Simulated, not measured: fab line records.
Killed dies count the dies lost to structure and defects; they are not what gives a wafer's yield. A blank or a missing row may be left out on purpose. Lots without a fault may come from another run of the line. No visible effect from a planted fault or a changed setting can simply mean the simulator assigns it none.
fab line records || flow n5_finfet || part 2 of 2: steps 16 to 29 of 29
[record] {"lots": 5, "wafers": 15, "last_day": 18}
route steps=1938 shown BEOL_M0_SAQP@664
lots untouched by any fault: they come from a run of this same line in which no faults occurred
start_h: the number of hours between the record's first day and the start of the first shown wafer of the lot || wait_h: how many hours have passed since the lot's step before this one || " as in the row above || L1.1+2: several wafers, shown together as one row || - value missing, or start not given || * or withheld: withheld || < > ~ a bound
route shown NAME@n: NAME is a module with steps in the file, n the number in the route of the first one || usual: mean/standard deviation taken from wafers without a fault || same: alike in all rows || chamber/n: place in a boat || sites: the reading at each site || _std_site: how widely they spread, as a standard deviation || _edge_site: the outer-site mean with the inner-site mean subtracted || radius_mm: how far each site lies from the wafer's centre || mask NAME#n: copy n || behind: tool/chamber where the wafer was last shaped || hold: reason for holding the lot/hours on hold/outcome of the hold || device: the transistor (n, p or np) that didn't switch || end of line: the route-end tests of the same wafers || a step given without rows: its recipe and nothing more || killed: count of dies lost to structure and defects at first sort (not the wafer's yield) || map: per-die view of a wafer (x killed, . not killed, _ where there is no die)
set.NAME: the setting as run; set.NAME@STEP: as run at that earlier step || model.NAME: the simulator's own value behind a step, which no gauge read
a table for each step, a row for each wafer; lots at some steps of the route
services: from which hour (start_h, from the record's first day; less than 0 if before it) a tool's chamber was out of use, for how many hours, and why
[[steps]]
[step N5_BEOL_M0_SAQP_CD_MEAS_29]
[recipe] {"target_cd_nm": 14.4, "landing_energy_ev": 1000, "detector": "se_inlens"}
[usual] {"cd_nm": "15.03/0.23"}
{"lot.wafer": "L080.1", "tool": "cd_sem-03", "chamber": 0, "start_h": 148.16, "wait_h": 0.1, "cd_nm": 15.40}
{"lot.wafer": "L080.3", "tool": "cd_sem-03", "chamber": 0, "start_h": 148.16, "wait_h": 0.1, "cd_nm": 15.17}
{"lot.wafer": "L080.4", "tool": "cd_sem-03", "chamber": 0, "start_h": 148.16, "wait_h": 0.1, "cd_nm": 15.22}
{"lot.wafer": "L081.2", "tool": "cd_sem-02", "chamber": 0, "start_h": 153.40, "wait_h": 0.1, "cd_nm": 15.40}
{"lot.wafer": "L081.4", "tool": "cd_sem-02", "chamber": 0, "start_h": 153.40, "wait_h": 0.1, "cd_nm": 15.00}
{"lot.wafer": "L081.5", "tool": "cd_sem-02", "chamber": 0, "start_h": 153.40, "wait_h": 0.1, "cd_nm": 14.99}
{"lot.wafer": "L082.1", "tool": "cd_sem-02", "chamber": 0, "start_h": 159.69, "wait_h": 0.1, "cd_nm": 15.02}
{"lot.wafer": "L082.3", "tool": "cd_sem-02", "chamber": 0, "start_h": 159.69, "wait_h": 0.1, "cd_nm": 15.15}
{"lot.wafer": "L082.6", "tool": "cd_sem-02", "chamber": 0, "start_h": 159.69, "wait_h": 0.1, "cd_nm": 15.03}
{"lot.wafer": "L083.2", "tool": "cd_sem-01", "chamber": 0, "start_h": 165.09, "wait_h": 0.1, "cd_nm": 15.26}
{"lot.wafer": "L083.3", "tool": "cd_sem-01", "chamber": 0, "start_h": 165.09, "wait_h": 0.1, "cd_nm": 15.19}
{"lot.wafer": "L083.6", "tool": "cd_sem-01", "chamber": 0, "start_h": 165.09, "wait_h": 0.1, "cd_nm": 15.17}
{"lot.wafer": "L095.2", "tool": "cd_sem-01", "chamber": 0, "start_h": 231.57, "wait_h": 0.1, "cd_nm": 14.92}
{"lot.wafer": "L095.4", "tool": "cd_sem-01", "chamber": 0, "start_h": 231.57, "wait_h": 0.1, "cd_nm": 14.77}
{"lot.wafer": "L095.6", "tool": "cd_sem-01", "chamber": 0, "start_h": 231.57, "wait_h": 0.1, "cd_nm": 15.21}
[step N5_BEOL_M0_SAQP_COAT_69]
[recipe] {"resist": "SOC", "temp_c": 250, "time_s": 60, "spin_rpm": 1500, "resist_thk_nm": 90}
{"lot.wafer": "L080.1+3+4", "tool": "litho_track-01", "chamber": 0, "start_h": 148.19, "wait_h": 0.0}
{"lot.wafer": "L081.2+4+5", "tool": "litho_track-02", "chamber": 0, "start_h": 153.43, "wait_h": 0.0}
{"lot.wafer": "L082.1+3+6", "tool": "litho_track-02", "chamber": 0, "start_h": 159.73, "wait_h": 0.0}
{"lot.wafer": "L083.2+3+6", "tool": "litho_track-05", "chamber": 0, "start_h": 165.13, "wait_h": 0.0}
{"lot.wafer": "L095.2+4+6", "tool": "litho_track-05", "chamber": 0, "start_h": 231.61, "wait_h": 0.0}
[step N5_BEOL_M0_SAQP_COAT_72]
[recipe] {"resist": "SiARC", "temp_c": 220, "time_s": 60, "spin_rpm": 1500, "resist_thk_nm": 15}
{"lot.wafer": "L080.1+3+4", "tool": "litho_track-01", "chamber": 0, "start_h": "-", "wait_h": "-"}
{"lot.wafer": "L081.2+4+5", "tool": "litho_track-02", "chamber": 0, "start_h": "-", "wait_h": "-"}
{"lot.wafer": "L082.1+3+6", "tool": "litho_track-02", "chamber": 0, "start_h": "-", "wait_h": "-"}
{"lot.wafer": "L083.2+3+6", "tool": "litho_track-05", "chamber": 0, "start_h": "-", "wait_h": "-"}
{"lot.wafer": "L095.2+4+6", "tool": "litho_track-05", "chamber": 0, "start_h": "-", "wait_h": "-"}
[step N5_BEOL_M0_SAQP_COAT_87]
[recipe] {"resist": "underlayer", "temp_c": 205, "time_s": 60, "spin_rpm": 1500, "resist_thk_nm": 5}
{"lot.wafer": "L080.1+3+4", "tool": "litho_track-01", "chamber": 0, "start_h": "-", "wait_h": "-"}
{"lot.wafer": "L081.2+4+5", "tool": "litho_track-02", "chamber": 0, "start_h": "-", "wait_h": "-"}
{"lot.wafer": "L082.1+3+6", "tool": "litho_track-02", "chamber": 0, "start_h": "-", "wait_h": "-"}
{"lot.wafer": "L083.2+3+6", "tool": "litho_track-05", "chamber": 0, "start_h": "-", "wait_h": "-"}
{"lot.wafer": "L095.2+4+6", "tool": "litho_track-05", "chamber": 0, "start_h": "-", "wait_h": "-"}
[step N5_BEOL_M0_SAQP_COAT_34]
[recipe] {"resist": "CAR-EUV", "spin_rpm": 1500, "resist_thk_nm": 30}
{"lot.wafer": "L080.1+3+4", "tool": "litho_track-01", "chamber": 0, "start_h": "-", "wait_h": "-"}
{"lot.wafer": "L081.2+4+5", "tool": "litho_track-02", "chamber": 0, "start_h": "-", "wait_h": "-"}
{"lot.wafer": "L082.1+3+6", "tool": "litho_track-02", "chamber": 0, "start_h": "-", "wait_h": "-"}
{"lot.wafer": "L083.2+3+6", "tool": "litho_track-05", "chamber": 0, "start_h": "-", "wait_h": "-"}
{"lot.wafer": "L095.2+4+6", "tool": "litho_track-05", "chamber": 0, "start_h": "-", "wait_h": "-"}
[step N5_BEOL_M0_SAQP_EBR_36]
[recipe] {"solvent": "PGMEA", "ebr_width_mm": 1.5}
{"lot.wafer": "L080.1+3+4", "tool": "litho_track-01", "chamber": 0, "start_h": "-", "wait_h": "-"}
{"lot.wafer": "L081.2+4+5", "tool": "litho_track-02", "chamber": 0, "start_h": "-", "wait_h": "-"}
{"lot.wafer": "L082.1+3+6", "tool": "litho_track-02", "chamber": 0, "start_h": "-", "wait_h": "-"}
{"lot.wafer": "L083.2+3+6", "tool": "litho_track-05", "chamber": 0, "start_h": "-", "wait_h": "-"}
{"lot.wafer": "L095.2+4+6", "tool": "litho_track-05", "chamber": 0, "start_h": "-", "wait_h": "-"}
[step N5_BEOL_M0_SAQP_SOFTBAKE_35]
[recipe] {"temp_c": 110, "time_s": 60, "resist": "CAR-EUV"}
{"lot.wafer": "L080.1+3+4", "tool": "litho_track-01", "chamber": 0, "start_h": "-", "wait_h": "-"}
{"lot.wafer": "L081.2+4+5", "tool": "litho_track-02", "chamber": 0, "start_h": "-", "wait_h": "-"}
{"lot.wafer": "L082.1+3+6", "tool": "litho_track-02", "chamber": 0, "start_h": "-", "wait_h": "-"}
{"lot.wafer": "L083.2+3+6", "tool": "litho_track-05", "chamber": 0, "start_h": "-", "wait_h": "-"}
{"lot.wafer": "L095.2+4+6", "tool": "litho_track-05", "chamber": 0, "start_h": "-", "wait_h": "-"}
[step N5_BEOL_M0_SAQP_EXPOSE_37]
[recipe] {"mask_id": "M0_CUT1", "na": 0.33, "source_shape": "annular", "sigma_inner": 0.35, "sigma_outer": 0.8, "polarization": "unpolarized", "target_cd_nm": 30, "dose_mj": 44.75}
[same] {"sigma_inner": 0.35}
{"lot.wafer": "L080.1+3+4", "tool": "euv_scanner-01", "chamber": 0, "start_h": 148.45, "wait_h": "-", "mask": "M0_CUT1#0"}
{"lot.wafer": "L081.2+4+5", "tool": "euv_scanner-02", "chamber": 0, "start_h": 153.70, "wait_h": "-", "mask": "M0_CUT1#0"}
{"lot.wafer": "L082.1+3+6", "tool": "euv_scanner-02", "chamber": 0, "start_h": 159.87, "wait_h": "-", "mask": "M0_CUT1#0"}
{"lot.wafer": "L083.2+3+6", "tool": "euv_scanner-02", "chamber": 0, "start_h": 165.27, "wait_h": "-", "mask": "M0_CUT1#0"}
{"lot.wafer": "L095.2+4+6", "tool": "euv_scanner-01", "chamber": 0, "start_h": 231.88, "wait_h": "-", "mask": "M0_CUT1#0"}
[step N5_BEOL_M0_SAQP_PEB_38]
[recipe] {"peb_temp_c": 100, "peb_time_s": 60, "resist": "CAR-EUV"}
{"lot.wafer": "L080.1+3+4", "tool": "litho_track-05", "chamber": 0, "start_h": 148.52, "wait_h": 0.1}
{"lot.wafer": "L081.2+4+5", "tool": "litho_track-01", "chamber": 0, "start_h": 153.76, "wait_h": 0.1}
{"lot.wafer": "L082.1+3+6", "tool": "litho_track-01", "chamber": 0, "start_h": 159.93, "wait_h": 0.1}
{"lot.wafer": "L083.2+3+6", "tool": "litho_track-05", "chamber": 0, "start_h": 165.33, "wait_h": 0.1}
{"lot.wafer": "L095.2+4+6", "tool": "litho_track-01", "chamber": 0, "start_h": 231.94, "wait_h": 0.1}
[step N5_BEOL_M0_SAQP_DEVELOP_39]
[recipe] {"develop_time_s": 30, "developer": "TMAH", "resist": "CAR-EUV", "rinse_liquid": "surfactant_rinse", "dry": "air_spin", "dev_temp_c": 23}
{"lot.wafer": "L080.1+3+4", "tool": "litho_track-05", "chamber": 0, "start_h": "-", "wait_h": "-"}
{"lot.wafer": "L081.2+4+5", "tool": "litho_track-01", "chamber": 0, "start_h": "-", "wait_h": "-"}
{"lot.wafer": "L082.1+3+6", "tool": "litho_track-01", "chamber": 0, "start_h": "-", "wait_h": "-"}
{"lot.wafer": "L083.2+3+6", "tool": "litho_track-05", "chamber": 0, "start_h": "-", "wait_h": "-"}
{"lot.wafer": "L095.2+4+6", "tool": "litho_track-01", "chamber": 0, "start_h": "-", "wait_h": "-"}
[step N5_BEOL_M0_SAQP_CD_MEAS_40]
[recipe] {"target_cd_nm": 30, "landing_energy_ev": 500, "detector": "se_inlens"}
[usual] {"cd_nm": "29.95/0.23"}
{"lot.wafer": "L080.1", "tool": "cd_sem-02", "chamber": 0, "start_h": 148.59, "wait_h": "-", "cd_nm": 30.06}
{"lot.wafer": "L080.3", "tool": "cd_sem-02", "chamber": 0, "start_h": 148.59, "wait_h": "-", "cd_nm": 29.33}
{"lot.wafer": "L080.4", "tool": "cd_sem-02", "chamber": 0, "start_h": 148.59, "wait_h": "-", "cd_nm": 30.05}
{"lot.wafer": "L081.2", "tool": "cd_sem-01", "chamber": 0, "start_h": 153.83, "wait_h": "-", "cd_nm": 29.71}
{"lot.wafer": "L081.4", "tool": "cd_sem-01", "chamber": 0, "start_h": 153.83, "wait_h": "-", "cd_nm": 29.96}
{"lot.wafer": "L081.5", "tool": "cd_sem-01", "chamber": 0, "start_h": 153.83, "wait_h": "-", "cd_nm": 30.11}
{"lot.wafer": "L082.1", "tool": "cd_sem-03", "chamber": 0, "start_h": 160.00, "wait_h": "-", "cd_nm": 29.99}
{"lot.wafer": "L082.3", "tool": "cd_sem-03", "chamber": 0, "start_h": 160.00, "wait_h": "-", "cd_nm": 30.00}
{"lot.wafer": "L082.6", "tool": "cd_sem-03", "chamber": 0, "start_h": 160.00, "wait_h": "-", "cd_nm": 29.91}
{"lot.wafer": "L083.2", "tool": "cd_sem-03", "chamber": 0, "start_h": 165.40, "wait_h": "-", "cd_nm": 30.12}
{"lot.wafer": "L083.3", "tool": "cd_sem-03", "chamber": 0, "start_h": 165.40, "wait_h": "-", "cd_nm": 29.93}
{"lot.wafer": "L083.6", "tool": "cd_sem-03", "chamber": 0, "start_h": 165.40, "wait_h": "-", "cd_nm": 30.08}
{"lot.wafer": "L095.2", "tool": "cd_sem-02", "chamber": 0, "start_h": 232.01, "wait_h": "-", "cd_nm": 30.10}
{"lot.wafer": "L095.4", "tool": "cd_sem-02", "chamber": 0, "start_h": 232.01, "wait_h": "-", "cd_nm": 29.87}
{"lot.wafer": "L095.6", "tool": "cd_sem-02", "chamber": 0, "start_h": 232.01, "wait_h": "-", "cd_nm": 29.87}
[step N5_BEOL_M0_SAQP_OVL_MEAS_41]
[recipe] {"points_per_wafer": 522}
[usual] {"M0_CUT1_OVL": "-0.5/0.62"}
[same] {"points_per_wafer": 522}
{"lot.wafer": "L080.1", "tool": "overlay-01", "chamber": 0, "start_h": 148.62, "wait_h": 0.0, "M0_CUT1_OVL[nm]": -0.9}
{"lot.wafer": "L080.3", "tool": "overlay-01", "chamber": 0, "start_h": 148.62, "wait_h": 0.0, "M0_CUT1_OVL[nm]": 0.6}
{"lot.wafer": "L080.4", "tool": "overlay-01", "chamber": 0, "start_h": 148.62, "wait_h": 0.0, "M0_CUT1_OVL[nm]": 0.4}
{"lot.wafer": "L081.2", "tool": "overlay-01", "chamber": 0, "start_h": 153.87, "wait_h": 0.0, "M0_CUT1_OVL[nm]": -0.5}
{"lot.wafer": "L081.4", "tool": "overlay-01", "chamber": 0, "start_h": 153.87, "wait_h": 0.0, "M0_CUT1_OVL[nm]": -0.7}
{"lot.wafer": "L081.5", "tool": "overlay-01", "chamber": 0, "start_h": 153.87, "wait_h": 0.0, "M0_CUT1_OVL[nm]": -0.1}
{"lot.wafer": "L082.1", "tool": "overlay-01", "chamber": 0, "start_h": 160.03, "wait_h": 0.0, "M0_CUT1_OVL[nm]": -0.1}
{"lot.wafer": "L082.3", "tool": "overlay-01", "chamber": 0, "start_h": 160.03, "wait_h": 0.0, "M0_CUT1_OVL[nm]": -1.0}
{"lot.wafer": "L082.6", "tool": "overlay-01", "chamber": 0, "start_h": 160.03, "wait_h": 0.0, "M0_CUT1_OVL[nm]": -0.5}
{"lot.wafer": "L083.2", "tool": "overlay-01", "chamber": 0, "start_h": 165.44, "wait_h": 0.0, "M0_CUT1_OVL[nm]": -1.1}
{"lot.wafer": "L083.3", "tool": "overlay-01", "chamber": 0, "start_h": 165.44, "wait_h": 0.0, "M0_CUT1_OVL[nm]": -1.3}
{"lot.wafer": "L083.6", "tool": "overlay-01", "chamber": 0, "start_h": 165.44, "wait_h": 0.0, "M0_CUT1_OVL[nm]": -1.7}
{"lot.wafer": "L095.2", "tool": "overlay-02", "chamber": 0, "start_h": 232.04, "wait_h": 0.0, "M0_CUT1_OVL[nm]": -1.2}
{"lot.wafer": "L095.4", "tool": "overlay-02", "chamber": 0, "start_h": 232.04, "wait_h": 0.0, "M0_CUT1_OVL[nm]": -1.4}
{"lot.wafer": "L095.6", "tool": "overlay-02", "chamber": 0, "start_h": 232.04, "wait_h": 0.0, "M0_CUT1_OVL[nm]": -0.5}
[step N5_BEOL_M0_SAQP_INSPECT_42]
[recipe] {"mode": "adi", "inspect_instrument": "brightfield"}
[usual] {"raw_defect_count": "306/90"}
{"lot.wafer": "L080.1", "tool": "defect_inspect-01", "chamber": "-", "start_h": 148.68, "wait_h": 0.1, "raw_defect_count": 234}
{"lot.wafer": "L080.3", "tool": "defect_inspect-01", "chamber": "-", "start_h": 148.68, "wait_h": 0.1, "raw_defect_count": 263}
{"lot.wafer": "L080.4", "tool": "defect_inspect-01", "chamber": "-", "start_h": 148.68, "wait_h": 0.1, "raw_defect_count": 233}
{"lot.wafer": "L081.2", "tool": "defect_inspect-01", "chamber": "-", "start_h": 153.92, "wait_h": 0.0, "raw_defect_count": 200}
{"lot.wafer": "L081.4", "tool": "defect_inspect-01", "chamber": "-", "start_h": 153.92, "wait_h": 0.0, "raw_defect_count": 171}
{"lot.wafer": "L081.5", "tool": "defect_inspect-01", "chamber": "-", "start_h": 153.92, "wait_h": 0.0, "raw_defect_count": 219}
{"lot.wafer": "L082.1", "tool": "defect_inspect-01", "chamber": "-", "start_h": 160.09, "wait_h": 0.1, "raw_defect_count": 363}
{"lot.wafer": "L082.3", "tool": "defect_inspect-01", "chamber": "-", "start_h": 160.09, "wait_h": 0.1, "raw_defect_count": 490}
{"lot.wafer": "L082.6", "tool": "defect_inspect-01", "chamber": "-", "start_h": 160.09, "wait_h": 0.1, "raw_defect_count": 309}
{"lot.wafer": "L083.2", "tool": "defect_inspect-01", "chamber": "-", "start_h": 165.49, "wait_h": 0.0, "raw_defect_count": 339}
{"lot.wafer": "L083.3", "tool": "defect_inspect-01", "chamber": "-", "start_h": 165.49, "wait_h": 0.0, "raw_defect_count": 433}
{"lot.wafer": "L083.6", "tool": "defect_inspect-01", "chamber": "-", "start_h": 165.49, "wait_h": 0.0, "raw_defect_count": 366}
{"lot.wafer": "L095.2", "tool": "defect_inspect-01", "chamber": "-", "start_h": 232.09, "wait_h": 0.0, "raw_defect_count": 485}
{"lot.wafer": "L095.4", "tool": "defect_inspect-01", "chamber": "-", "start_h": 232.09, "wait_h": 0.0, "raw_defect_count": 422}
{"lot.wafer": "L095.6", "tool": "defect_inspect-01", "chamber": "-", "start_h": 232.09, "wait_h": 0.0, "raw_defect_count": 458}
[step N5_BEOL_M0_SAQP_DESCUM_45]
[recipe] {"chemistry": "O2", "time_s": 7, "source_power_w": 50, "bias_power_w": 20, "pressure_mtorr": 20, "rf_frequency_hz": 2.712e+07, "temp_c": 40, "resist": "CAR-EUV", "o2_flow_sccm": 225}
[usual] {"drypump_motor_current_A": "5.6/0.4", "oes_product_au": "0.78/0.079", "rf_vpp_V": "243.2/1.2", "showerhead_plenum_p_Torr": "2.09/0.057", "throttle_valve_pct": "20.41/0.21"}
{"lot.wafer": "L080.1", "tool": "rie_diel-02", "chamber": 2, "start_h": 148.71, "wait_h": 0.0, "drypump_motor_current_A": 6.0, "oes_product_au": 0.76, "rf_hours_counter_h": 146, "rf_vpp_V": 243.5, "showerhead_plenum_p_Torr": 2.10, "throttle_valve_pct": 20.41}
{"lot.wafer": "L080.3", "tool": "rie_diel-02", "chamber": 1, "start_h": 148.71, "wait_h": 0.0, "drypump_motor_current_A": 5.6, "oes_product_au": 0.87, "rf_hours_counter_h": 35, "rf_vpp_V": 242.7, "showerhead_plenum_p_Torr": 2.03, "throttle_valve_pct": 20.35}
{"lot.wafer": "L080.4", "tool": "rie_diel-02", "chamber": 2, "start_h": 148.71, "wait_h": 0.0, "drypump_motor_current_A": 6.0, "oes_product_au": 0.77, "rf_hours_counter_h": "-", "rf_vpp_V": 243.5, "showerhead_plenum_p_Torr": 2.10, "throttle_valve_pct": 20.42}
{"lot.wafer": "L081.2", "tool": "rie_diel-05", "chamber": 2, "start_h": 153.95, "wait_h": 0.0, "drypump_motor_current_A": 6.2, "oes_product_au": 0.85, "rf_hours_counter_h": 52, "rf_vpp_V": 243.7, "showerhead_plenum_p_Torr": 2.13, "throttle_valve_pct": 20.14}
{"lot.wafer": "L081.4", "tool": "rie_diel-05", "chamber": 3, "start_h": 153.95, "wait_h": 0.0, "drypump_motor_current_A": 5.1, "oes_product_au": 0.68, "rf_hours_counter_h": 234, "rf_vpp_V": 244.3, "showerhead_plenum_p_Torr": 2.06, "throttle_valve_pct": 20.68}
{"lot.wafer": "L081.5", "tool": "rie_diel-05", "chamber": 2, "start_h": 153.95, "wait_h": 0.0, "drypump_motor_current_A": 6.2, "oes_product_au": 0.84, "rf_hours_counter_h": "-", "rf_vpp_V": 241.8, "showerhead_plenum_p_Torr": 2.13, "throttle_valve_pct": 20.14}
{"lot.wafer": "L082.1", "tool": "rie_diel-02", "chamber": 0, "start_h": 160.13, "wait_h": 0.0, "drypump_motor_current_A": 5.1, "oes_product_au": 0.70, "rf_hours_counter_h": 188, "rf_vpp_V": 243.7, "showerhead_plenum_p_Torr": 2.17, "throttle_valve_pct": 20.72}
{"lot.wafer": "L082.3", "tool": "rie_diel-02", "chamber": 1, "start_h": 160.13, "wait_h": 0.0, "drypump_motor_current_A": 5.7, "oes_product_au": 0.86, "rf_hours_counter_h": 39, "rf_vpp_V": 243.7, "showerhead_plenum_p_Torr": 2.03, "throttle_valve_pct": 20.34}
{"lot.wafer": "L082.6", "tool": "rie_diel-02", "chamber": 0, "start_h": 160.13, "wait_h": 0.0, "drypump_motor_current_A": 5.1, "oes_product_au": 0.69, "rf_hours_counter_h": "-", "rf_vpp_V": 244.9, "showerhead_plenum_p_Torr": 2.17, "throttle_valve_pct": 20.74}
{"lot.wafer": "L083.2", "tool": "rie_diel-05", "chamber": 1, "start_h": 165.52, "wait_h": 0.0, "drypump_motor_current_A": 5.6, "oes_product_au": 0.71, "rf_hours_counter_h": 208, "rf_vpp_V": 244.4, "showerhead_plenum_p_Torr": 2.15, "throttle_valve_pct": 20.30}
{"lot.wafer": "L083.3", "tool": "rie_diel-05", "chamber": 3, "start_h": 165.52, "wait_h": 0.0, "drypump_motor_current_A": 5.1, "oes_product_au": 0.68, "rf_hours_counter_h": 238, "rf_vpp_V": 241.9, "showerhead_plenum_p_Torr": 2.06, "throttle_valve_pct": 20.68}
{"lot.wafer": "L083.6", "tool": "rie_diel-05", "chamber": 1, "start_h": 165.52, "wait_h": 0.0, "drypump_motor_current_A": 5.6, "oes_product_au": 0.71, "rf_hours_counter_h": "-", "rf_vpp_V": 243.8, "showerhead_plenum_p_Torr": 2.15, "throttle_valve_pct": 20.28}
{"lot.wafer": "L095.2", "tool": "rie_diel-02", "chamber": 1, "start_h": 232.13, "wait_h": 0.0, "drypump_motor_current_A": 5.7, "oes_product_au": 0.83, "rf_hours_counter_h": 61, "rf_vpp_V": 242.5, "showerhead_plenum_p_Torr": 2.03, "throttle_valve_pct": 20.40}
{"lot.wafer": "L095.4", "tool": "rie_diel-02", "chamber": 2, "start_h": 232.13, "wait_h": 0.0, "drypump_motor_current_A": 6.0, "oes_product_au": 0.74, "rf_hours_counter_h": "-", "rf_vpp_V": 242.2, "showerhead_plenum_p_Torr": 2.09, "throttle_valve_pct": 20.48}
{"lot.wafer": "L095.6", "tool": "rie_diel-02", "chamber": 3, "start_h": 232.13, "wait_h": 0.0, "drypump_motor_current_A": 5.6, "oes_product_au": 0.93, "rf_hours_counter_h": "-", "rf_vpp_V": 242.7, "showerhead_plenum_p_Torr": 2.04, "throttle_valve_pct": 20.10}
[[services]]
{"tool": "euv_scanner-02", "chamber": "-", "start_h": 131.37, "hours": 1.0, "kind": "pm"}
{"tool": "rie_diel-02", "chamber": "-", "start_h": 134.86, "hours": 0.7, "kind": "repair"}
{"tool": "ald_sin-01", "chamber": 0, "start_h": 135.09, "hours": 3.7, "kind": "repair"}
{"tool": "euv_scanner-01", "chamber": "-", "start_h": 146.62, "hours": 1.0, "kind": "pm"}
{"tool": "ald_sin-03", "chamber": 1, "start_h": 147.19, "hours": 7.9, "kind": "repair"}
{"tool": "rie_diel-02", "chamber": 3, "start_h": 147.66, "hours": "-", "kind": "clean"}
{"tool": "rie_diel-02", "chamber": 3, "start_h": 147.66, "hours": "-", "kind": "consumable_replace:focus_ring"}
{"tool": "rie_diel-02", "chamber": 3, "start_h": 147.66, "hours": 33.6, "kind": "scheduled_down"}
{"tool": "euv_scanner-02", "chamber": "-", "start_h": 147.81, "hours": 3.5, "kind": "repair"}
{"tool": "rie_si-01", "chamber": 1, "start_h": 167.47, "hours": 8.7, "kind": "repair"}
{"tool": "ald_sin-02", "chamber": 1, "start_h": 169.32, "hours": 4.6, "kind": "repair"}
{"tool": "rie_si-02", "chamber": 1, "start_h": 185.99, "hours": 5.2, "kind": "repair"}
{"tool": "euv_scanner-02", "chamber": "-", "start_h": 187.52, "hours": 1.0, "kind": "pm"}
{"tool": "euv_scanner-02", "chamber": "-", "start_h": 190.04, "hours": 4.6, "kind": "pm"}
{"tool": "vapor_etch-01", "chamber": 1, "start_h": 190.54, "hours": 18.7, "kind": "repair"}
{"tool": "euv_scanner-02", "chamber": "-", "start_h": 196.55, "hours": 0.1, "kind": "repair"}
{"tool": "rie_si-06", "chamber": "-", "start_h": 197.51, "hours": 14.6, "kind": "pm"}
{"tool": "euv_scanner-01", "chamber": "-", "start_h": 202.77, "hours": 1.0, "kind": "pm"}
{"tool": "euv_scanner-01", "chamber": "-", "start_h": 203.78, "hours": 12.0, "kind": "pm"}
{"tool": "rie_diel-02", "chamber": 3, "start_h": 205.74, "hours": 6.4, "kind": "repair"}
{"tool": "rie_diel-02", "chamber": 0, "start_h": 207.35, "hours": 34.2, "kind": "repair"}
{"tool": "euv_scanner-01", "chamber": "-", "start_h": 219.59, "hours": 4.6, "kind": "pm"}
{"tool": "ald_sin-03", "chamber": 3, "start_h": 222.60, "hours": 5.0, "kind": "repair"}
{"tool": "rie_si-02", "chamber": "-", "start_h": 229.38, "hours": 2.8, "kind": "pm"}
